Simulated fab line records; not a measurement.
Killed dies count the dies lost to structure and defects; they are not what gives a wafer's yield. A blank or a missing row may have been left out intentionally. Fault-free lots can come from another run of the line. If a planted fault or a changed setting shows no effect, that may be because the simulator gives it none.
Which tool was responsible? | flow nand-harc | 24 lots with 72 wafers sampled at 4 steps, on a route of 1302 steps

## WHAT THE GAUGES SHOWED, per wafer
NHARC_A_ONON_D2_THK_MEAS_34: measures by ellipsometry.
lot  | measured     | on            | thk-nm (nm)
L074 | day 13 00:21 | film-metro-02 | 199.3 195.4 194.8
L075 | day 13 21:58 | film-metro-01 | 196.2 199.8 202.5
L076 | day 13 21:59 | film-metro-02 | 199.8 199.6 201.0
L077 | day 14 09:35 | film-metro-02 | 201.6 204.4 204.0
L078 | day 14 15:57 | film-metro-02 | 196.0 198.5 200.5
L079 | day 15 09:56 | film-metro-01 | 198.6 204.3 201.8
L081 | day 15 17:17 | film-metro-01 | 198.7 201.9 201.9
L080 | day 15 17:19 | film-metro-01 | 201.1 202.3 200.8
L082 | day 16 02:49 | film-metro-02 | 196.7 201.2 202.9
L083 | day 17 05:44 | film-metro-01 | 197.2 202.6 203.2
L085 | day 17 09:30 | film-metro-02 | 199.7 200.9 202.5
L084 | day 17 09:32 | film-metro-01 | 198.6 200.5 203.0
L086 | day 18 00:26 | film-metro-02 | 200.7 198.9 203.6
L087 | day 18 12:20 | film-metro-01 | 199.5 196.2 202.3
L089 | day 19 09:20 | film-metro-02 | 200.8 199.1 201.7
L088 | day 19 09:20 | film-metro-01 | 199.9 202.9 201.6
L090 | day 19 14:41 | film-metro-01 | 199.7 203.1 205.8
L091 | day 19 14:41 | film-metro-02 | 198.5 196.7 201.3
L092 | day 20 15:23 | film-metro-02 | 199.6 204.0 202.1
L093 | day 20 15:26 | film-metro-01 | 200.6 199.7 198.7
L094 | day 21 19:31 | film-metro-02 | 205.4 201.9 205.7
L095 | day 21 23:59 | film-metro-02 | 194.3 202.2 203.5
L097 | day 22 14:11 | film-metro-01 | 197.0 199.9 200.7
L096 | day 22 14:19 | film-metro-01 | 201.4 203.0 206.2

NHARC_A_CHANNEL_HOLE_D2_CD_MEAS_10: target cd 100 nm.
lot  | measured     | on        | cd-nm (nm)
L074 | day 13 05:59 | cd-sem-03 | 100.2 99.8 99.9
L075 | day 14 05:52 | cd-sem-02 | 100.2 99.5 99.0
L076 | day 14 06:02 | cd-sem-01 | 99.8 99.9 99.9
L077 | day 14 16:37 | cd-sem-02 | 99.8 99.9 100.2
L078 | day 14 18:59 | cd-sem-03 | 100.0 100.5 99.8
L079 | day 15 12:43 | cd-sem-01 | 100.3 100.5 100.6
L081 | day 15 20:06 | cd-sem-02 | 99.8 99.7 99.8
L080 | day 15 20:15 | cd-sem-03 | 99.8 99.7 99.8
L082 | day 16 06:40 | cd-sem-02 | 99.4 99.3 99.8
L083 | day 17 10:54 | cd-sem-02 | 99.8 99.4 100.4
L085 | day 17 12:46 | cd-sem-01 | 99.8 100.1 99.9
L084 | day 17 13:25 | cd-sem-02 | 100.5 100.2 100.2
L086 | day 18 04:35 | cd-sem-03 | 99.9 100.3 99.9
L087 | day 18 15:34 | cd-sem-02 | 100.4 100.5 100.4
L089 | day 19 13:53 | cd-sem-03 | 100.5 100.4 100.9
L088 | day 19 14:25 | cd-sem-03 | 100.2 100.1 100.5
L090 | day 19 20:01 | cd-sem-02 | 99.6 99.4 99.5
L091 | day 19 20:18 | cd-sem-03 | 99.8 99.9 100.1
L092 | day 20 18:46 | cd-sem-02 | 100.7 100.0 100.3
L093 | day 20 19:11 | cd-sem-03 | 100.3 100.4 100.6
L094 | day 22 02:58 | cd-sem-01 | 99.7 99.5 100.0
L095 | day 22 04:51 | cd-sem-02 | 100.7 100.1 100.5
L097 | day 22 19:37 | cd-sem-02 | 100.1 100.2 99.4
L096 | day 22 20:13 | cd-sem-03 | 100.1 100.3 100.6

NHARC_A_CHANNEL_HOLE_D2_CD_MEAS_18.
lot  | measured     | on        | cd-nm (nm)
L074 | day 13 07:16 | cd-sem-03 | 102.2 99.8 100.5
L075 | day 14 07:20 | cd-sem-01 | 99.7 101.7 98.2
L076 | day 14 07:19 | cd-sem-02 | 101.9 99.8 101.5
L077 | day 14 17:55 | cd-sem-03 | 102.0 99.4 104.6
L078 | day 14 20:17 | cd-sem-02 | 98.7 99.5 100.3
L079 | day 15 14:13 | cd-sem-03 | 100.1 99.7 101.4
L081 | day 15 21:23 | cd-sem-02 | 98.8 96.4 97.1
L080 | day 15 21:32 | cd-sem-01 | 100.8 99.7 99.9
L082 | day 16 07:58 | cd-sem-01 | 98.1 100.7 98.3
L083 | day 17 12:11 | cd-sem-03 | 102.8 101.4 102.3
L085 | day 17 14:04 | cd-sem-03 | 100.8 101.3 101.8
L084 | day 17 14:43 | cd-sem-02 | 98.5 97.4 97.6
L086 | day 18 05:52 | cd-sem-03 | 100.2 102.4 99.8
L087 | day 18 16:52 | cd-sem-01 | 101.0 102.5 102.4
L089 | day 19 15:10 | cd-sem-01 | 99.9 97.9 98.5
L088 | day 19 15:42 | cd-sem-01 | 100.7 101.2 101.7
L090 | day 19 21:19 | cd-sem-03 | 97.9 99.1 99.2
L091 | day 19 21:35 | cd-sem-01 | 97.5 98.3 99.5
L092 | day 20 20:04 | cd-sem-02 | 97.0 98.5 101.5
L093 | day 20 20:29 | cd-sem-01 | 99.2 98.5 98.9
L094 | day 22 04:28 | cd-sem-03 | 102.4 100.0 102.3
L095 | day 22 06:22 | cd-sem-02 | 97.3 97.5 97.3
L097 | day 22 20:55 | cd-sem-02 | 98.2 98.0 99.3
L096 | day 22 21:31 | cd-sem-01 | 100.0 100.9 100.5

## WHICH TOOL RAN EACH LOT (tool, then ch and the chambers of the sampled wafers, then the start)
lot  | NHARC_A_CHANNEL_HOLE_D2_DEP_00
L074 | acl-dep-01 ch 0, day 13 03:18
L075 | acl-dep-03 ch 0, day 14 03:50
L076 | acl-dep-01 ch 0, day 14 03:41
L077 | acl-dep-01 ch 0, day 14 14:37
L078 | acl-dep-02 ch 0, day 14 16:38
L079 | acl-dep-03 ch 0, day 15 10:05
L081 | acl-dep-02 ch 0, day 15 17:26
L080 | acl-dep-01 ch 0, day 15 17:26
L082 | acl-dep-03 ch 0, day 16 04:19
L083 | acl-dep-02 ch 0, day 17 08:35
L085 | acl-dep-02 ch 0, day 17 10:10
L084 | acl-dep-01 ch 0, day 17 11:23
L086 | acl-dep-03 ch 0, day 18 02:24
L087 | acl-dep-01 ch 0, day 18 13:13
L089 | acl-dep-03 ch 0, day 19 12:09
L088 | acl-dep-01 ch 0, day 19 12:22
L090 | acl-dep-01 ch 0, day 19 17:22
L091 | acl-dep-02 ch 0, day 19 17:58
L092 | acl-dep-02 ch 0, day 20 16:45
L093 | acl-dep-03 ch 0, day 20 16:31
L094 | acl-dep-03 ch 0, day 22 00:38
L095 | acl-dep-03 ch 0, day 22 02:51
L097 | acl-dep-02 ch 0, day 22 17:36
L096 | acl-dep-03 ch 0, day 22 17:53
- NHARC_A_CHANNEL_HOLE_D2_DEP_00: deposits aC, target thk 3100 nm.

## AS READ BY THE TOOLS THEMSELVES (means over the sampled wafers that have a number; for cases with no such wafer, the mark the record gives instead)
NHARC_A_CHANNEL_HOLE_D2_DEP_00.
lot  | tool       | throttle-valve-pct (%)
L074 | acl-dep-01 | 35.002
L075 | acl-dep-03 | 34.994
L076 | acl-dep-01 | 34.998
L077 | acl-dep-01 | 34.999
L078 | acl-dep-02 | 35.006
L079 | acl-dep-03 | 34.996
L081 | acl-dep-02 | 34.997
L080 | acl-dep-01 | 34.999
L082 | acl-dep-03 | 34.992
L083 | acl-dep-02 | 35.000
L085 | acl-dep-02 | 35.001
L084 | acl-dep-01 | 35.004
L086 | acl-dep-03 | 34.990
L087 | acl-dep-01 | 35.003
L089 | acl-dep-03 | 34.996
L088 | acl-dep-01 | 34.995
L090 | acl-dep-01 | 34.998
L091 | acl-dep-02 | 35.003
L092 | acl-dep-02 | 35.002
L093 | acl-dep-03 | 35.002
L094 | acl-dep-03 | 34.992
L095 | acl-dep-03 | 35.006
L097 | acl-dep-02 | 35.004
L096 | acl-dep-03 | 35.006

## THE ANSWER, worked out from the rows above alone
Rule: what is usual is taken from the lots themselves. Put in order of their means at a reading, lots are off if they are a third of the lots or fewer, leave a main group of 4 or more, and stand apart from it by a gap of 3 or more times the standard deviation of the main group's means; of several such gaps the widest counts. A main group whose means are all the same, to the digits that the tables above print for the reading, isn't used. Also off: a lot with no number at a reading for which 4 or more lots have one. All remaining lots with rows at the step are treated as sound. First the gauges in route order, then the tools' own readings, where a lot's mean is used as printed above. At the first step where some lot is off, the reading lying furthest off is the one used; lots without a number count as furthest.
Nothing can be told from this: no lot is off at any reading shown.

## WHAT THE SIMULATOR HAD PUT IN
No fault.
